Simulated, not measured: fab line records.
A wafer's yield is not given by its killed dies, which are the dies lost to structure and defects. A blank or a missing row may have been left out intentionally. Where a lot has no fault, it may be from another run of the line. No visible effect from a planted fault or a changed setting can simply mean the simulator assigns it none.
Which tool did it?	flow nand_harc	24 lots (72 wafers sampled), 1 step of a 1159-step route

WHAT THE GAUGES READ, wafer by wafer
NHARC_P_M1_INSPECT_27.
lot	measured	on	raw_defect_count
L075	day 6 06:16	defect_inspect-02	255 206 300
L074	day 6 06:53	defect_inspect-02	311 382 744
L077	day 6 19:40	defect_inspect-02	228 239 170
L078	day 7 00:23	defect_inspect-02	338 179 183
L076	day 7 03:59	defect_inspect-01	328 261 181
L080	day 7 07:05	defect_inspect-02	148 161 279
L079	day 7 07:52	defect_inspect-02	618 239 280
L081	day 8 00:31	defect_inspect-02	293 230 291
L082	day 8 01:48	defect_inspect-01	208 235 187
L083	day 8 02:23	defect_inspect-02	296 442 268
L085	day 8 16:09	defect_inspect-01	238 190 157
L084	day 8 16:38	defect_inspect-02	266 292 169
L087	day 9 09:37	defect_inspect-02	278 320 359
L086	day 9 10:37	defect_inspect-02	210 312 309
L088	day 10 04:22	defect_inspect-01	411 352 494
L089	day 10 05:17	defect_inspect-02	202 531 147
L090	day 10 05:51	defect_inspect-01	334 270 259
L091	day 10 12:15	defect_inspect-02	375 344 314
L093	day 10 12:37	defect_inspect-01	134 390 199
L092	day 10 12:56	defect_inspect-01	349 349 569
L094	day 11 03:41	defect_inspect-02	155 169 222
L095	day 11 05:57	defect_inspect-01	435 290 263
L096	day 11 14:08	defect_inspect-01	341 335 265
L097	day 11 22:23	defect_inspect-01	250 274 257

WHAT TOOL EACH LOT RAN ON (gives the tool, then ch and the chambers of the sampled wafers, and finally the start)
The record shows no process step preceding these readings.

WHAT THE TOOLS THEMSELVES READ (means of the sampled wafers that have a number; where no wafer has one, the mark that the record gives instead)
The record holds no such reading with a usual standard deviation.

THE ANSWER, worked out from the rows above alone
Rule: what is usual is taken from the lots themselves. Put in order of their means at a reading, lots are off if they are a third of the lots or fewer, leave a main group of 4 or more, and stand apart from it by a gap of 3 or more times the standard deviation of the main group's means; of several such gaps the widest counts. Not used: any main group whose means are identical at the precision the tables above print for the reading. Also off: a lot with no number at a reading for which 4 or more lots have one. Any other lot the step has rows for is counted as sound. After the gauges, taken in route order, come the tools' own readings; for these a lot's mean is taken, as printed above. At the first step where some lot is off, the reading lying furthest off is the one used; lots without a number count as furthest.
Across all readings shown, no lot is off: no conclusion can be drawn from this.

WHAT HAD BEEN PUT IN BY THE SIMULATOR
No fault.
